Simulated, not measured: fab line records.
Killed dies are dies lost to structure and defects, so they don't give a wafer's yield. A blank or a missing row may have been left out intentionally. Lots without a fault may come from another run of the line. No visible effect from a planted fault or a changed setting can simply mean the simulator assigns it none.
Which tool was responsible? || flow nand_harc || 24 lots with 72 wafers sampled at 2 steps, on a route of 1302 steps

## WHAT THE GAUGES SHOWED, per wafer
NHARC_A_M0_CD_MEAS_09: target cd 80 nm.
{"lot": "L075", "measured": "day 22 17:23", "on": "cd_sem-02", "cd_nm (nm)": "79.7 79.9 79.7"}
{"lot": "L074", "measured": "day 22 22:22", "on": "cd_sem-02", "cd_nm (nm)": "79.6 79.3 79.3"}
{"lot": "L076", "measured": "day 23 09:20", "on": "cd_sem-02", "cd_nm (nm)": "80.8 81.5 81.7"}
{"lot": "L077", "measured": "day 23 22:43", "on": "cd_sem-01", "cd_nm (nm)": "80.6 79.6 80.7"}
{"lot": "L078", "measured": "day 24 01:13", "on": "cd_sem-02", "cd_nm (nm)": "80.2 79.3 79.7"}
{"lot": "L079", "measured": "day 24 12:29", "on": "cd_sem-01", "cd_nm (nm)": "81.4 80.5 81.3"}
{"lot": "L080", "measured": "day 24 23:23", "on": "cd_sem-03", "cd_nm (nm)": "80.4 80.5 79.5"}
{"lot": "L081", "measured": "day 25 03:53", "on": "cd_sem-03", "cd_nm (nm)": "79.3 79.0 81.0"}
{"lot": "L082", "measured": "day 26 05:22", "on": "cd_sem-01", "cd_nm (nm)": "80.8 81.6 79.7"}
{"lot": "L083", "measured": "day 26 14:05", "on": "cd_sem-01", "cd_nm (nm)": "80.3 79.1 81.2"}
{"lot": "L084", "measured": "day 26 19:49", "on": "cd_sem-01", "cd_nm (nm)": "80.2 79.4 81.1"}
{"lot": "L086", "measured": "day 27 03:23", "on": "cd_sem-01", "cd_nm (nm)": "79.1 80.2 79.3"}
{"lot": "L085", "measured": "day 27 03:55", "on": "cd_sem-01", "cd_nm (nm)": "81.6 80.6 80.6"}
{"lot": "L087", "measured": "day 28 09:45", "on": "cd_sem-03", "cd_nm (nm)": "80.3 80.9 82.0"}
{"lot": "L088", "measured": "day 28 12:11", "on": "cd_sem-03", "cd_nm (nm)": "79.6 80.0 81.1"}
{"lot": "L089", "measured": "day 30 00:13", "on": "cd_sem-03", "cd_nm (nm)": "78.9 78.7 79.5"}
{"lot": "L090", "measured": "day 30 01:44", "on": "cd_sem-01", "cd_nm (nm)": "80.3 81.3 81.9"}
{"lot": "L091", "measured": "day 30 13:54", "on": "cd_sem-01", "cd_nm (nm)": "80.8 81.2 80.6"}
{"lot": "L092", "measured": "day 30 17:05", "on": "cd_sem-02", "cd_nm (nm)": "81.5 81.3 81.1"}
{"lot": "L094", "measured": "day 30 19:54", "on": "cd_sem-01", "cd_nm (nm)": "81.5 79.9 80.7"}
{"lot": "L093", "measured": "day 30 23:18", "on": "cd_sem-01", "cd_nm (nm)": "79.0 79.3 80.1"}
{"lot": "L096", "measured": "day 31 15:19", "on": "cd_sem-03", "cd_nm (nm)": "80.9 82.3 81.6"}
{"lot": "L097", "measured": "day 31 18:10", "on": "cd_sem-03", "cd_nm (nm)": "80.0 79.7 79.8"}
{"lot": "L095", "measured": "day 32 00:52", "on": "cd_sem-02", "cd_nm (nm)": "80.6 81.4 81.0"}

NHARC_A_M0_OVL_MEAS_10: pitch 160 nm.
{"lot": "L075", "measured": "day 22 17:28", "on": "overlay-02", "overlay_x_nm (nm)": "0.7 0.2 0.4", "overlay_y_nm (nm)": "-0.1 -0.6 -0.1"}
{"lot": "L074", "measured": "day 22 22:28", "on": "overlay-01", "overlay_x_nm (nm)": "0.6 0.6 0.9", "overlay_y_nm (nm)": "-0.2 0.0 0.3"}
{"lot": "L076", "measured": "day 23 09:25", "on": "overlay-01", "overlay_x_nm (nm)": "-0.2 0.1 -0.4", "overlay_y_nm (nm)": "-0.2 0.4 0.4"}
{"lot": "L077", "measured": "day 23 22:49", "on": "overlay-02", "overlay_x_nm (nm)": "0.6 0.3 0.6", "overlay_y_nm (nm)": "0.1 0.2 0.0"}
{"lot": "L078", "measured": "day 24 01:19", "on": "overlay-01", "overlay_x_nm (nm)": "0.1 0.4 -0.1", "overlay_y_nm (nm)": "1.2 0.8 0.7"}
{"lot": "L079", "measured": "day 24 12:35", "on": "overlay-01", "overlay_x_nm (nm)": "-1.0 -0.8 -1.1", "overlay_y_nm (nm)": "-1.0 -0.9 0.2"}
{"lot": "L080", "measured": "day 24 23:28", "on": "overlay-01", "overlay_x_nm (nm)": "1.0 0.5 0.2", "overlay_y_nm (nm)": "-0.4 -0.1 0.1"}
{"lot": "L081", "measured": "day 25 03:58", "on": "overlay-02", "overlay_x_nm (nm)": "0.3 -0.1 0.2", "overlay_y_nm (nm)": "0.3 1.1 0.8"}
{"lot": "L082", "measured": "day 26 05:27", "on": "overlay-01", "overlay_x_nm (nm)": "0.8 1.2 0.6", "overlay_y_nm (nm)": "1.0 0.8 1.1"}
{"lot": "L083", "measured": "day 26 14:11", "on": "overlay-01", "overlay_x_nm (nm)": "0.2 0.9 -0.1", "overlay_y_nm (nm)": "1.8 1.1 1.4"}
{"lot": "L084", "measured": "day 26 19:53", "on": "overlay-01", "overlay_x_nm (nm)": "0.5 0.2 0.6", "overlay_y_nm (nm)": "-0.1 -0.2 -0.2"}
{"lot": "L086", "measured": "day 27 03:28", "on": "overlay-01", "overlay_x_nm (nm)": "-0.3 0.2 0.3", "overlay_y_nm (nm)": "-0.2 -0.5 0.2"}
{"lot": "L085", "measured": "day 27 04:00", "on": "overlay-02", "overlay_x_nm (nm)": "-0.8 -1.3 0.0", "overlay_y_nm (nm)": "-1.3 -1.1 -0.7"}
{"lot": "L087", "measured": "day 28 09:50", "on": "overlay-01", "overlay_x_nm (nm)": "0.7 1.4 1.4", "overlay_y_nm (nm)": "-0.8 -0.5 0.0"}
{"lot": "L088", "measured": "day 28 12:16", "on": "overlay-01", "overlay_x_nm (nm)": "0.3 0.6 0.7", "overlay_y_nm (nm)": "-0.6 -0.1 -1.0"}
{"lot": "L089", "measured": "day 30 00:18", "on": "overlay-02", "overlay_x_nm (nm)": "0.3 0.0 -0.2", "overlay_y_nm (nm)": "-0.7 -0.7 -0.9"}
{"lot": "L090", "measured": "day 30 01:49", "on": "overlay-02", "overlay_x_nm (nm)": "0.7 0.8 0.7", "overlay_y_nm (nm)": "-0.3 0.0 0.2"}
{"lot": "L091", "measured": "day 30 13:59", "on": "overlay-02", "overlay_x_nm (nm)": "-1.2 -0.7 -0.3", "overlay_y_nm (nm)": "1.0 0.0 0.2"}
{"lot": "L092", "measured": "day 30 17:11", "on": "overlay-01", "overlay_x_nm (nm)": "0.0 0.6 0.5", "overlay_y_nm (nm)": "-1.4 -1.3 -1.6"}
{"lot": "L094", "measured": "day 30 19:59", "on": "overlay-02", "overlay_x_nm (nm)": "0.7 0.2 0.5", "overlay_y_nm (nm)": "-0.6 -0.3 -0.3"}
{"lot": "L093", "measured": "day 30 23:23", "on": "overlay-02", "overlay_x_nm (nm)": "-2.2 -1.6 -1.3", "overlay_y_nm (nm)": "-1.0 -1.1 -2.1"}
{"lot": "L096", "measured": "day 31 15:25", "on": "overlay-01", "overlay_x_nm (nm)": "0.6 0.5 0.6", "overlay_y_nm (nm)": "-1.0 -0.6 -0.6"}
{"lot": "L097", "measured": "day 31 18:14", "on": "overlay-01", "overlay_x_nm (nm)": "-0.5 0.2 0.3", "overlay_y_nm (nm)": "0.2 -0.3 -0.3"}
{"lot": "L095", "measured": "day 32 00:57", "on": "overlay-02", "overlay_x_nm (nm)": "-0.9 -0.3 -0.4", "overlay_y_nm (nm)": "-0.7 -0.3 0.2"}

## WHAT TOOL EACH LOT RAN ON (gives the tool, then ch and the chambers of the sampled wafers, and finally the start)
Before these readings, the record contains no process step.

## AS READ BY THE TOOLS THEMSELVES (means over the sampled wafers that have a number; for cases with no such wafer, the mark the record gives instead)
The record holds no such reading with a usual standard deviation.

## THE ANSWER, worked out from the rows above alone
Rule: the lots themselves supply what counts as usual. Put in order of their means at a reading, lots are off if they are a third of the lots or fewer, leave a main group of 4 or more, and stand apart from it by a gap of 3 or more times the standard deviation of the main group's means; of several such gaps the widest counts. A main group is skipped when, at the precision printed for the reading in the tables above, its means are all equal. A lot without any number at a reading at which 4 lots or more have one is off too. All remaining lots with rows at the step are treated as sound. The gauges are gone through in route order, then the tools' own readings, and for those a lot's mean is taken as printed above. The first step at which some lot is off is used, and at that step the reading that is off furthest; a lot without a number counts as furthest.
No lot is off at any reading shown: from this, nothing can be told.

## WHAT HAD BEEN PUT IN BY THE SIMULATOR
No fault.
